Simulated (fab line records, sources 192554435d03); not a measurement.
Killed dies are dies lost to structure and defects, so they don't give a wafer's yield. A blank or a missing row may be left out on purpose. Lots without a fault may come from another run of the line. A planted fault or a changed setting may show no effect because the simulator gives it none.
fab line records | flow n5_finfet
record lots=24 wafers=72 last_day=18
route steps=1938 shown BEOL_M14@1750 BEOL_M15@1783
lots that met no fault: from a run of the same line without faults
start_h: hours from the record's first day to the start of the lot's first wafer shown | wait_h: hours since the lot's step before | " the same as in the row above | L1.1+2: a row that stands for several wafers | - no value, or no start given | * or withheld: withheld | < > ~ a bound
route shown NAME@n: a module of which the file shows steps, and the number in the route of the first | usual: mean/standard deviation of fault-free wafers | same: alike in all rows | chamber/n: place in a boat | sites: the reading at each site | _std_site: their standard deviation | _edge_site: outer sites' mean less inner sites' | radius_mm: how far each site lies from the wafer's centre | mask NAME#n: copy n | behind: the tool/chamber that last shaped the wafer | hold: why the lot was held/for how many hours/how that ended | device: the transistor (n, p or np) that didn't switch | end of line: the same wafers' tests at the end of the route | a step without rows: its recipe alone | killed: dies lost to structure and defects at the first sort, not the wafer's yield | map: a wafer's dies, x killed, . not, _ none there
set.NAME: the setting as run; set.NAME@STEP: as run at that earlier step | model.NAME: the simulator's own value behind a step, which no gauge read
steps of the route over a sample of lots; a table a step, a row a wafer
services: from which hour (start_h, from the record's first day; less than 0 if before it) a tool's chamber was out of use, for how many hours, and why
## steps
# step N5_BEOL_M14_ETCH_67
# recipe chemistry=CF4 target=SiARC target_depth_a=1430 time_s=238.3 ion_energy_ev=80 pressure_mtorr=40 source_w=545 bias_w=36 Ar_flow_sccm=100 cf4_flow_sccm=100 ends=cleared
# usual drypump_motor_current_A=5.6/0.49 etch_rf_on_time_s=239/4 oes_product_au=0.66/0.049 rf_vpp_V=183.8/1.1 showerhead_plenum_p_Torr=2.12/0.063 throttle_valve_pct=15.64/0.14
# columns lot.wafer tool chamber start_h wait_h drypump_motor_current_A etch_rf_on_time_s oes_product_au rf_hours_counter_h rf_vpp_V showerhead_plenum_p_Torr throttle_valve_pct
L074.3 rie_diel-04 0 244.21 0.0 6.1 235 0.71 65 183.2 2.10 15.64
L074.4 " 2 " " 4.7 240 0.72 69 186.1 2.17 15.38
L074.6 " 1 " " 5.3 235 0.64 - 183.4 2.05 15.65
L075.1 rie_diel-04 2 263.24 0.0 4.7 244 0.71 75 183.1 2.16 15.38
L075.3 " 3 " " 5.5 243 0.69 77 184.1 2.18 15.61
L075.5 " 3 " " 5.5 244 0.69 - 184.0 2.18 15.61
L076.3 rie_diel-02 1 266.74 0.0 6.1 240 0.62 173 184.2 2.05 15.77
L076.5 " 1 " " 6.2 241 0.62 - 182.5 2.05 15.78
L076.6 " 0 " " 5.2 245 0.58 - 184.4 2.12 15.82
L078.3 rie_diel-02 1 269.15 0.0 6.1 241 0.62 175 184.2 2.05 15.78
L078.5 " 0 " " 5.2 246 0.58 - 183.8 2.12 15.83
L078.6 " 1 " " 6.2 241 0.62 - 183.1 2.05 15.79
L077.1 rie_diel-01 2 269.25 0.0 5.6 243 0.63 153 184.5 2.14 15.64
L077.2 " 0 " " 6.2 234 0.68 100 183.4 2.08 15.72
L077.6 " 0 " " 6.2 235 0.69 - 182.7 2.08 15.70
L081.1 rie_diel-02 0 305.72 0.0 5.2 247 0.57 237 183.3 2.12 15.86
L081.3 " 2 " " 5.7 233 0.71 88 182.3 2.08 15.76
L081.6 " 1 " " 6.1 238 0.62 - 183.3 2.05 15.80
L080.1 rie_diel-04 1 306.55 0.0 5.4 243 0.63 179 184.0 2.05 15.69
L080.2 " 0 " " 6.1 238 0.69 84 184.8 2.10 15.67
L080.3 " 2 " " 4.7 246 0.70 88 184.3 2.16 15.39
L082.4 rie_diel-01 1 307.94 0.1 5.0 233 0.73 - 185.9 2.25 15.48
L082.5 " 0 " " 6.2 233 0.67 - 183.5 2.08 15.74
L082.6 " 2 " " 5.6 239 0.62 - 184.1 2.13 15.65
L083.3 rie_diel-04 2 317.33 0.0 4.7 238 0.70 93 184.3 2.16 15.45
L083.4 " 0 " " 6.1 234 0.69 87 183.4 2.10 15.68
L083.6 " 0 " " 6.1 239 0.69 - 182.9 2.10 15.67
L084.1 rie_diel-04 2 321.23 0.0 4.7 236 0.70 94 183.5 2.16 15.41
L084.4 " 0 " " 6.1 235 0.69 - 183.5 2.10 15.68
L084.6 " 2 " " 4.8 239 0.69 - 184.7 2.16 15.44
L079.2 rie_diel-04 1 336.44 0.0 5.3 240 0.62 186 183.4 2.05 15.69
L079.3 " 2 " " 4.7 241 0.69 98 185.0 2.16 15.44
L079.6 " 0 " " 6.1 239 0.68 - 183.6 2.10 15.67
L085.2 rie_diel-02 3 346.87 0.0 5.9 239 0.61 190 185.5 2.22 15.41
L085.3 " 0 " " 5.2 247 0.56 248 183.4 2.12 15.87
L085.4 " 1 " " 6.1 240 0.61 197 182.3 2.04 15.83
L087.1 rie_diel-04 3 348.79 0.0 5.5 242 0.67 103 184.3 2.17 15.66
L087.4 " 1 " " 5.4 238 0.62 191 183.1 2.04 15.71
L087.5 " 1 " " 5.4 239 0.62 - 183.9 2.04 15.69
L086.1 rie_diel-01 3 353.78 0.0 6.2 246 0.62 171 184.2 2.05 15.63
L086.2 " 0 " " 6.2 234 0.66 126 183.6 2.08 15.77
L086.3 " 2 " " 5.6 242 0.62 179 184.3 2.13 15.67
L088.1 rie_diel-04 3 363.14 0.0 5.5 239 0.67 107 183.8 2.17 15.67
L088.3 " 0 " " 6.1 238 0.67 102 182.8 2.09 15.71
L088.6 " 3 " " 5.5 240 0.67 - 183.8 2.17 15.68
L089.3 rie_diel-01 1 372.52 0.0 5.0 239 0.70 67 185.1 2.24 15.50
L089.4 " 2 " " 5.7 245 0.61 186 185.5 2.13 15.69
L089.6 " 0 " " 6.3 238 0.65 - 181.9 2.07 15.77
L090.2 rie_diel-02 1 372.99 0.0 6.1 245 0.60 209 181.3 2.04 15.83
L090.4 " 1 " " 6.2 245 0.59 - 184.8 2.04 15.86
L090.6 " 2 " " 5.7 239 0.68 - 184.7 2.08 15.81
L093.2 rie_diel-01 3 374.87 0.0 6.2 243 0.61 180 182.9 2.05 15.64
L093.4 " 1 " " 5.0 231 0.70 68 186.1 2.24 15.52
L093.5 " 2 " " 5.6 239 0.61 - 183.8 2.13 15.71
L091.2 rie_diel-04 3 376.87 0.0 5.5 240 0.66 111 184.6 2.17 15.67
L091.4 " 1 " " 5.4 239 0.61 200 182.9 2.04 15.71
L091.5 " 2 " " 4.7 240 0.69 - 183.3 2.15 15.46
L096.2 rie_diel-01 3 401.85 0.0 6.2 244 0.60 190 181.9 2.04 15.67
L096.4 " 1 " " 5.0 235 0.69 76 186.4 2.24 15.52
L096.6 " 3 " " 6.1 243 0.60 - 183.4 2.04 15.68
L092.1 rie_diel-02 1 403.09 0.0 6.1 242 0.59 224 183.0 2.04 15.88
L092.2 " 3 " " 5.9 238 0.60 217 184.5 2.21 15.48
L092.5 " 1 " " 6.1 242 0.59 - 182.1 2.03 15.87
L094.3 rie_diel-01 1 403.56 0.0 5.0 234 0.69 77 183.7 2.24 15.52
L094.4 " 3 " " 6.2 240 0.61 191 182.5 2.04 15.69
L094.5 " 0 " " 6.2 232 0.66 - 184.8 2.07 15.81
L095.2 rie_diel-02 3 405.87 0.0 5.9 241 0.59 218 183.3 2.21 15.47
L095.3 " 1 " " 6.1 242 0.58 225 181.8 2.03 15.89
L095.5 " 0 " " 5.2 236 0.79 - 183.9 2.11 15.44
L097.2 rie_diel-04 2 407.51 0.0 4.7 244 0.67 121 184.2 2.15 15.49
L097.3 " 3 " " 5.5 241 0.66 122 183.5 2.16 15.70
L097.5 " 3 " " 5.5 242 0.65 - 184.1 2.16 15.68
# step N5_BEOL_M14_ETCH_38
# recipe chemistry=CF4/N2 target=SiCN target_depth_a=1065 taper_deg=2 time_s=120.6 ion_energy_ev=150 mask_material=SiO2 pressure_mtorr=40 source_w=430 bias_w=70 Ar_flow_sccm=100 cf4_flow_sccm=60 n2_flow_sccm=60
# usual drypump_motor_current_A=5.7/0.47 oes_product_au=0.76/0.06 rf_vpp_V=381.7/2 showerhead_plenum_p_Torr=2.18/0.07 throttle_valve_pct=15.48/0.14
# columns lot.wafer tool chamber start_h wait_h drypump_motor_current_A oes_product_au rf_hours_counter_h rf_vpp_V showerhead_plenum_p_Torr throttle_valve_pct
L074.3 rie_diel-04 3 - - 5.5 0.82 72 382.7 2.24 15.41
L074.4 " 1 " " 5.4 0.74 165 380.8 2.12 15.52
L074.6 " 0 " " 6.1 0.83 - 380.4 2.16 15.43
L075.1 rie_diel-02 1 - - 6.2 0.72 173 381.7 2.11 15.59
L075.3 " 2 " " 5.7 0.85 77 381.1 2.15 15.56
L075.5 " 1 " " 6.2 0.73 - 381.8 2.11 15.60
L076.3 rie_diel-01 3 - - 6.2 0.74 148 379.8 2.12 15.44
L076.5 " 0 " " 6.2 0.81 - 379.0 2.14 15.52
L076.6 " 3 " " 6.2 0.73 - 380.4 2.12 15.44
L078.3 rie_diel-01 1 - - 5.0 0.86 33 386.5 2.33 15.29
L078.5 " 2 " " 5.6 0.73 - 382.6 2.21 15.47
L078.6 " 1 " " 5.0 0.88 - 384.9 2.33 15.26
L077.1 rie_diel-01 0 - - 6.2 0.80 101 380.0 2.14 15.52
L077.2 " 1 " " 5.0 0.88 33 386.3 2.33 15.29
L077.6 " 3 " " 6.2 0.73 - 380.8 2.12 15.44
L081.1 rie_diel-02 2 - - 5.7 0.82 89 381.9 2.15 15.59
L081.3 " 3 " " 5.9 0.73 179 384.8 2.29 15.23
L081.6 " 1 " " 6.1 0.72 - 380.1 2.11 15.61
L080.1 rie_diel-02 3 - - 5.9 0.73 179 385.4 2.29 15.24
L080.2 " 2 " " 5.7 0.83 89 380.3 2.15 15.61
L080.3 " 1 " " 6.2 0.73 186 379.9 2.11 15.61
L082.4 rie_diel-04 1 - - 5.4 0.73 181 379.7 2.11 15.53
L082.5 " 2 " " 4.7 0.82 - 383.0 2.23 15.25
L082.6 " 3 " " 5.5 0.79 - 384.2 2.23 15.44
L084.1 rie_diel-02 2 - - 5.7 0.82 95 379.0 2.15 15.62
L084.4 " 3 " " 5.9 0.72 184 383.9 2.29 15.24
L084.6 " 0 " " 5.2 0.66 - 380.3 2.18 15.70
L083.3 rie_diel-04 0 - - 6.1 0.80 92 381.3 2.15 15.48
L083.4 " 1 " " 5.4 0.73 185 379.6 2.11 15.53
L083.6 " 3 " " 5.5 0.78 - 382.7 2.23 15.46
L079.2 rie_diel-04 0 - - 6.1 0.79 93 381.1 2.15 15.48
L079.3 " 2 " " 4.7 0.80 98 382.5 2.22 15.26
L079.6 " 2 " " 4.8 0.81 - 383.8 2.22 15.28
L085.2 rie_diel-02 2 - - 5.7 0.80 103 381.6 2.14 15.64
L085.3 " 3 " " 5.9 0.72 191 384.9 2.29 15.25
L085.4 " 1 " " 6.1 0.70 199 379.9 2.10 15.66
L087.1 rie_diel-02 1 - - 6.2 0.71 201 380.1 2.10 15.65
L087.4 " 3 " " 5.9 0.71 - 384.2 2.28 15.27
L087.5 " 2 " " 5.7 0.81 - 380.1 2.14 15.63
L086.1 rie_diel-01 0 - - 6.2 0.78 129 380.7 2.13 15.54
L086.2 " 2 " " 5.6 0.71 181 381.1 2.20 15.51
L086.3 " 3 " " 6.2 0.72 174 378.9 2.11 15.46
L088.1 rie_diel-04 3 - - 5.5 0.78 108 382.3 2.23 15.49
L088.3 " 1 " " 5.4 0.71 197 379.0 2.11 15.57
L088.6 " 2 " " 4.7 0.80 - 383.3 2.22 15.29
L089.3 rie_diel-04 1 - - 5.4 0.71 199 379.4 2.11 15.56
L089.4 " 0 " " 6.1 0.78 106 380.2 2.15 15.50
L089.6 " 1 " " 5.4 0.71 - 379.2 2.11 15.56
L090.2 rie_diel-02 2 - - 5.7 0.80 114 381.0 2.14 15.66
L090.4 " 2 " " 5.7 0.80 - 380.2 2.14 15.65
L090.6 " 3 " " 5.9 0.71 - 381.8 2.28 15.29
L093.2 rie_diel-01 0 - - 6.3 0.76 137 380.6 2.13 15.57
L093.4 " 1 " " 5.1 0.81 69 385.3 2.32 15.36
L093.5 " 2 " " 5.6 0.71 - 381.4 2.19 15.54
L091.2 rie_diel-01 0 - - 6.2 0.77 137 379.2 2.13 15.58
L091.4 " 1 " " 5.0 0.81 69 383.3 2.32 15.36
L091.5 " 2 " " 5.7 0.71 - 382.2 2.19 15.54
L096.2 rie_diel-02 0 - - 5.2 0.93 14 381.9 2.18 15.27
L096.4 " 1 " " 6.1 0.69 - 378.4 2.09 15.69
L096.6 " 3 " " 5.9 0.69 - 384.7 2.28 15.31
L092.1 rie_diel-01 1 - - 5.0 0.81 78 385.7 2.31 15.37
L092.2 " 0 " " 6.2 0.76 146 380.0 2.12 15.59
L092.5 " 0 " " 6.2 0.77 - 381.5 2.12 15.60
L094.3 rie_diel-02 0 - - 5.2 0.93 17 381.5 2.18 15.29
L094.4 " 3 " " 5.9 0.69 - 383.2 2.27 15.33
L094.5 " 0 " " 5.3 0.94 - 382.1 2.18 15.29
L095.2 rie_diel-01 2 - - 5.6 0.70 200 381.5 2.19 15.57
L095.3 " 1 " " 5.1 0.81 79 385.6 2.31 15.38
L095.5 " 3 " " 6.2 0.71 - 379.3 2.11 15.52
L097.2 rie_diel-04 3 - - 5.5 0.76 124 381.6 2.22 15.52
L097.3 " 1 " " 5.4 0.71 212 378.7 2.10 15.59
L097.5 " 2 " " 4.7 0.78 - 382.6 2.21 15.32
# step N5_BEOL_M15_CD_MEAS_10
# recipe target_cd_nm=360 landing_energy_ev=500 detector=se_inlens polarity=opening
# usual cd_nm=360.5/2.1
# columns lot.wafer tool chamber start_h wait_h cd_nm
L074.3 cd_sem-03 0 248.90 - 358.5
L074.4 " 0 " " 358.1
L074.6 " 0 " " 362.0
L075.1 cd_sem-03 0 268.06 - 365.1
L075.3 " 0 " " 362.5
L075.5 " 0 " " 363.2
L076.3 cd_sem-03 0 270.61 - 362.1
L076.5 " 0 " " 362.8
L076.6 " 0 " " 359.8
L078.3 cd_sem-03 0 274.40 - 363.6
L078.5 " 0 " " 362.4
L078.6 " 0 " " 361.8
L077.1 cd_sem-02 0 274.44 - 358.0
L077.2 " 0 " " 358.4
L077.6 " 0 " " 361.1
L081.1 cd_sem-03 0 309.98 - 360.3
L081.3 " 0 " " 363.1
L081.6 " 0 " " 361.3
L080.1 cd_sem-01 0 310.26 - 359.1
L080.2 " 0 " " 360.6
L080.3 " 0 " " 359.0
L082.4 cd_sem-02 0 313.21 - 357.2
L082.5 " 0 " " 358.1
L082.6 " 0 " " 357.7
L084.1 cd_sem-02 0 325.92 - 364.5
L084.4 " 0 " " 359.0
L084.6 " 0 " " 358.8
L083.3 cd_sem-01 0 334.53 - 361.8
L083.4 " 0 " " 358.8
L083.6 " 0 " " 357.9
L079.2 cd_sem-01 0 340.54 - 358.8
L079.3 " 0 " " 360.7
L079.6 " 0 " " 358.9
L085.2 cd_sem-02 0 355.22 - 358.2
L085.3 " 0 " " 360.8
L085.4 " 0 " " 360.9
L087.1 cd_sem-03 0 357.87 - 362.0
L087.4 " 0 " " 358.8
L087.5 " 0 " " 357.8
L086.1 cd_sem-03 0 361.48 - 360.6
L086.2 " 0 " " 362.1
L086.3 " 0 " " 361.0
L088.1 cd_sem-01 0 367.89 - 356.8
L088.3 " 0 " " 362.0
L088.6 " 0 " " 359.7
L089.3 cd_sem-01 0 376.58 - 362.7
L089.4 " 0 " " 361.0
L089.6 " 0 " " 363.9
L090.2 cd_sem-03 0 377.28 - 358.1
L090.4 " 0 " " 361.5
L090.6 " 0 " " 362.8
L093.2 cd_sem-01 0 379.72 - 362.3
L093.4 " 0 " " 357.6
L093.5 " 0 " " 359.1
L091.2 cd_sem-01 0 380.33 - 357.8
L091.4 " 0 " " 360.8
L091.5 " 0 " " 360.9
L096.2 cd_sem-02 0 405.27 - 358.5
L096.4 " 0 " " 357.8
L096.6 " 0 " " 360.2
L092.1 cd_sem-02 0 410.23 - 356.4
L092.2 " 0 " " 358.4
L092.5 " 0 " " 360.9
L094.3 cd_sem-03 0 410.52 - 360.3
L094.4 " 0 " " 359.8
L094.5 " 0 " " 363.5
L095.2 cd_sem-01 0 413.52 - 361.3
L095.3 " 0 " " 361.6
L095.5 " 0 " " 359.8
L097.2 cd_sem-01 0 413.68 - 364.1
L097.3 " 0 " " 362.4
L097.5 " 0 " " 360.7
# step N5_BEOL_M15_CD_MEAS_17
# recipe target_cd_nm=360 polarity=opening
# usual cd_nm=361.9/2.6
# columns lot.wafer tool chamber start_h wait_h cd_nm
L074.3 cd_sem-01 - 249.49 0.0 361.5
L074.4 " - " " 359.8
L074.6 " - " " 366.4
L075.1 cd_sem-01 - 268.92 0.0 365.3
L075.3 " - " " 363.8
L075.5 " - " " 365.5
L076.3 cd_sem-02 - 273.24 0.0 363.2
L076.5 " - " " 363.9
L076.6 " - " " 363.1
L078.3 cd_sem-03 - 277.68 0.0 366.0
L078.5 " - " " 362.5
L078.6 " - " " 364.3
L077.1 cd_sem-02 - 278.08 0.0 359.2
L077.2 " - " " 358.5
L077.6 " - " " 362.4
L081.1 cd_sem-01 - 310.56 0.0 362.5
L081.3 " - " " 365.4
L081.6 " - " " 362.8
L080.1 cd_sem-02 - 310.99 0.0 360.8
L080.2 " - " " 364.3
L080.3 " - " " 360.6
L082.4 cd_sem-03 - 314.08 0.0 359.1
L082.5 " - " " 360.8
L082.6 " - " " 358.8
L084.1 cd_sem-03 - 326.51 0.0 368.5
L084.4 " - " " 361.4
L084.6 " - " " 360.3
L083.3 cd_sem-03 - 335.12 0.0 364.0
L083.4 " - " " 360.0
L083.6 " - " " 360.0
L079.2 cd_sem-01 - 341.13 0.0 359.4
L079.3 " - " " 359.4
L079.6 " - " " 360.0
L085.2 cd_sem-03 - 355.81 0.0 356.9
L085.3 " - " " 361.0
L085.4 " - " " 360.1
L087.1 cd_sem-03 - 358.45 0.0 364.5
L087.4 " - " " 358.3
L087.5 " - " " 358.8
L086.1 cd_sem-02 - 362.06 0.0 360.6
L086.2 " - " " 363.5
L086.3 " - " " 363.9
L088.1 cd_sem-03 - 368.48 0.0 357.8
L088.3 " - " " 365.6
L088.6 " - " " 359.4
L089.3 cd_sem-01 - 377.41 0.0 364.2
L089.4 " - " " 363.9
L089.6 " - " " 364.9
L090.2 cd_sem-03 - 377.96 0.0 359.8
L090.4 " - " " 362.8
L090.6 " - " " 363.0
L093.2 cd_sem-03 - 380.30 0.0 363.5
L093.4 " - " " 360.5
L093.5 " - " " 359.0
L091.2 cd_sem-01 - 380.92 0.0 357.6
L091.4 " - " " 361.0
L091.5 " - " " 363.4
L096.2 cd_sem-02 - 405.98 0.0 359.3
L096.4 " - " " 358.6
L096.6 " - " " 364.3
L092.1 cd_sem-02 - 411.00 0.0 355.7
L092.2 " - " " 358.3
L092.5 " - " " 361.1
L094.3 cd_sem-03 - 411.50 0.0 361.3
L094.4 " - " " 363.3
L094.5 " - " " 365.1
L095.2 cd_sem-01 - 414.11 0.0 365.5
L095.3 " - " " 363.7
L095.5 " - " " 363.8
L097.2 cd_sem-01 - 414.55 0.0 363.9
L097.3 " - " " 362.5
L097.5 " - " " 360.0
# step N5_BEOL_M15_DEGAS_41
# recipe ambient=vacuum temp_c=300 time_s=60
# usual heater_power_w=463/45
# columns lot.wafer tool chamber start_h wait_h heater_power_w
L074.3 pvd_sputter-03 - 253.46 1.9 581
L074.4 " - " " 411
L074.6 " - " " 499
L075.1 pvd_sputter-03 - 274.25 0.0 576
L075.3 " - " " 441
L075.5 " - " " 438
L076.3 pvd_sputter-02 - 280.58 0.0 444
L076.5 " - " " 397
L076.6 " - " " 433
L078.3 pvd_sputter-03 - 282.97 0.0 452
L078.5 " - " " 503
L078.6 " - " " 416
L077.1 pvd_sputter-01 - 283.21 0.0 477
L077.2 " - " " 440
L077.6 " - " " 438
L081.1 pvd_sputter-01 - 313.96 0.3 496
L081.3 " - " " 436
L081.6 " - " " 499
L080.1 pvd_sputter-02 - 314.34 0.5 476
L080.2 " - " " 472
L080.3 " - " " 452
L082.4 pvd_sputter-02 - 323.93 0.2 457
L082.5 " - " " 427
L082.6 " - " " 473
L084.1 pvd_sputter-03 - 331.38 0.3 435
L084.4 " - " " 583
L084.6 " - " " 482
L083.3 pvd_sputter-02 - 337.73 0.2 463
L083.4 " - " " 397
L083.6 " - " " 390
L079.2 pvd_sputter-03 - 343.55 0.3 553
L079.3 " - " " 497
L079.6 " - " " 490
L085.2 pvd_sputter-03 - 360.11 0.2 420
L085.3 " - " " 504
L085.4 " - " " 447
L086.1 pvd_sputter-02 - 369.99 0.3 394
L086.2 " - " " 481
L086.3 " - " " 437
L087.1 pvd_sputter-02 - 371.63 0.7 473
L087.4 " - " " 465
L087.5 " - " " 390
L088.1 pvd_sputter-01 - 372.66 0.9 490
L088.3 " - " " 448
L088.6 " - " " 493
L089.3 pvd_sputter-02 - 383.21 0.2 393
L089.4 " - " " 476
L089.6 " - " " 402
L090.2 pvd_sputter-01 - 383.60 0.3 440
L090.4 " - " " 450
L090.6 " - " " 478
L093.2 pvd_sputter-03 - 385.55 1.8 501
L093.4 " - " " 427
L093.5 " - " " 488
L091.2 pvd_sputter-02 - 386.19 0.4 491
L091.4 " - " " 399
L091.5 " - " " 473
L096.2 pvd_sputter-01 - 407.98 0.3 428
L096.4 " - " " 481
L096.6 " - " " 476
L092.1 pvd_sputter-03 - 415.47 0.1 501
L092.2 " - " " 436
L092.5 " - " " 413
L094.3 pvd_sputter-02 - 417.85 1.8 461
L094.4 " - " " 478
L094.5 " - " " 433
L095.2 pvd_sputter-03 - 419.07 0.6 558
L095.3 " - " " 432
L095.5 " - " " 418
L097.2 pvd_sputter-01 - 419.13 0.7 500
L097.3 " - " " 473
L097.5 " - " " 442
# step N5_BEOL_M15_SPUTTER_45
# recipe material=Cu target_thk_a=1000 temp_c=-20 bias_v=60 power_w=26000 chamber_pressure_pa=0.13 time_s=16.67
# usual throttle_valve_pct=30.0/0.96
# columns lot.wafer tool chamber start_h wait_h throttle_valve_pct
L074.3 pvd_sputter-03 - 253.70 0.0 29.2
L074.4 " - " " 30.3
L074.6 " - " " 29.7
L075.1 pvd_sputter-03 - 274.49 0.0 29.2
L075.3 " - " " 28.2
L075.5 " - " " 28.0
L076.3 pvd_sputter-02 - 280.82 0.0 31.9
L076.5 " - " " 30.5
L076.6 " - " " 32.0
L078.3 pvd_sputter-03 - 283.21 0.0 28.3
L078.5 " - " " 29.8
L078.6 " - " " 30.4
L077.1 pvd_sputter-01 - 283.45 0.0 29.9
L077.2 " - " " 29.1
L077.6 " - " " 28.9
L081.1 pvd_sputter-01 - 314.20 0.0 31.0
L081.3 " - " " 29.1
L081.6 " - " " 31.4
L080.1 pvd_sputter-02 - 314.58 0.0 30.7
L080.2 " - " " 29.3
L080.3 " - " " 32.0
L082.4 pvd_sputter-02 - 324.17 0.0 29.4
L082.5 " - " " 31.6
L082.6 " - " " 29.3
L084.1 pvd_sputter-03 - 331.62 0.0 28.4
L084.4 " - " " 29.4
L084.6 " - " " 29.7
L083.3 pvd_sputter-02 - 337.97 0.0 29.3
L083.4 " - " " 30.5
L083.6 " - " " 30.4
L079.2 pvd_sputter-03 - 343.79 0.0 29.2
L079.3 " - " " 29.8
L079.6 " - " " 29.6
L085.2 pvd_sputter-03 - 360.35 0.0 30.4
L085.3 " - " " 29.4
L085.4 " - " " 28.3
L086.1 pvd_sputter-02 - 370.23 0.0 30.2
L086.2 " - " " 30.4
L086.3 " - " " 31.6
L087.1 pvd_sputter-02 - 371.87 0.0 30.9
L087.4 " - " " 29.4
L087.5 " - " " 30.3
L088.1 pvd_sputter-01 - 372.90 0.0 31.2
L088.3 " - " " 29.1
L088.6 " - " " 30.8
L089.3 pvd_sputter-02 - 383.45 0.0 30.2
L089.4 " - " " 30.4
L089.6 " - " " 30.4
L090.2 pvd_sputter-01 - 383.84 0.0 28.9
L090.4 " - " " 29.0
L090.6 " - " " 29.8
L093.2 pvd_sputter-03 - 385.79 0.0 29.5
L093.4 " - " " 30.3
L093.5 " - " " 29.8
L091.2 pvd_sputter-02 - 386.43 0.0 30.7
L091.4 " - " " 30.2
L091.5 " - " " 30.5
L096.2 pvd_sputter-01 - 408.22 0.0 30.8
L096.4 " - " " 29.9
L096.6 " - " " 29.9
L092.1 pvd_sputter-03 - 415.71 0.0 29.6
L092.2 " - " " 28.2
L092.5 " - " " 30.3
L094.3 pvd_sputter-02 - 418.09 0.0 29.4
L094.4 " - " " 30.7
L094.5 " - " " 31.6
L095.2 pvd_sputter-03 - 419.31 0.0 29.4
L095.3 " - " " 30.1
L095.5 " - " " 30.2
L097.2 pvd_sputter-01 - 419.37 0.0 31.3
L097.3 " - " " 29.8
L097.5 " - " " 29.0
## services
# columns tool chamber start_h hours kind
rie_diel-02 2 220.41 6.5 repair
rie_diel-04 1 221.06 3.8 repair
rie_diel-01 2 231.74 9.0 repair
pvd_sputter-01 - 272.12 7.8 repair
rie_diel-04 1 279.28 15.5 repair
rie_diel-01 3 303.58 4.3 repair
rie_diel-04 1 320.36 8.2 repair
pvd_sputter-01 - 353.12 1.8 repair
rie_diel-02 0 353.56 - clean
rie_diel-02 0 353.56 - consumable_replace:focus_ring
rie_diel-02 0 353.56 21.8 scheduled_down
rie_diel-02 0 353.56 21.8 vent_cycle
rie_diel-04 - 354.93 2.8 pm
rie_diel-02 2 384.68 51.3 repair
pvd_sputter-03 - 400.63 1.9 repair
## key
fault none
